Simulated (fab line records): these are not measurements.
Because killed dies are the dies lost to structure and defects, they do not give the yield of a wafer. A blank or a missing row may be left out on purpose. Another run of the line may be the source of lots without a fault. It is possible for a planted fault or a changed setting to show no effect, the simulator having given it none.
Matching of chambers | flow n5 finfet | 4 sister chambers for N5_BEOL_M3_ALD_84 on ald metal-04
The step deposits TaN, pulse time 2 s, purge time 3 s, co reactant purge time 2 s. 4 wafers are shown with their chamber, then 12 later ones without.

WAFERS WITH THEIR CHAMBER
wafer  | chamber | heater power w (W)
L085.3 | 0       | 418
L088.3 | 3       | 488
L088.5 | 1       | 448
L088.6 | 2       | 503

WAFERS WITHOUT THEIR CHAMBER
wafer  | heater power w (W)
L089.1 | 493
L089.2 | 450
L089.3 | 415
L091.1 | 413
L091.2 | 439
L091.4 | 493
L092.1 | 498
L092.2 | 483
L092.3 | 446
L097.3 | 447
L097.5 | 497
L097.6 | 491

THE CHAMBER EACH PASSED THROUGH
wafer  | from the rows above     | in truth
L089.1 | can't be placed: 3 or 2 | 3
L089.2 | 1                       | 1
L089.3 | 0                       | 0
L091.1 | 0                       | 0
L091.2 | 1                       | 1
L091.4 | can't be placed: 3 or 2 | 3
L092.1 | can't be placed: 2 or 3 | 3
L092.2 | 3                       | 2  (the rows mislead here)
L092.3 | 1                       | 1
L097.3 | 1                       | 1
L097.5 | can't be placed: 2 or 3 | 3
L097.6 | can't be placed: 3 or 2 | 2
Placed correctly: 6 of 12. Unplaceable from these rows: 5, with the true chamber sitting among the candidates in 5. Placed wrongly: 1.
How it was worked out, from the rows above alone: a wafer's distance from a chamber is the root of the sum, over the readings, of the square of ((its reading less the chamber's mean) divided by the reading's scatter). The wafer belongs to the nearest chamber; if the next one is less than 2 further off, it can't be placed. Each chamber's mean is taken over the wafers shown for it. The scatter: root of mean squared gap, hidden wafer to nearest shown wafer, with one shown wafer a chamber.
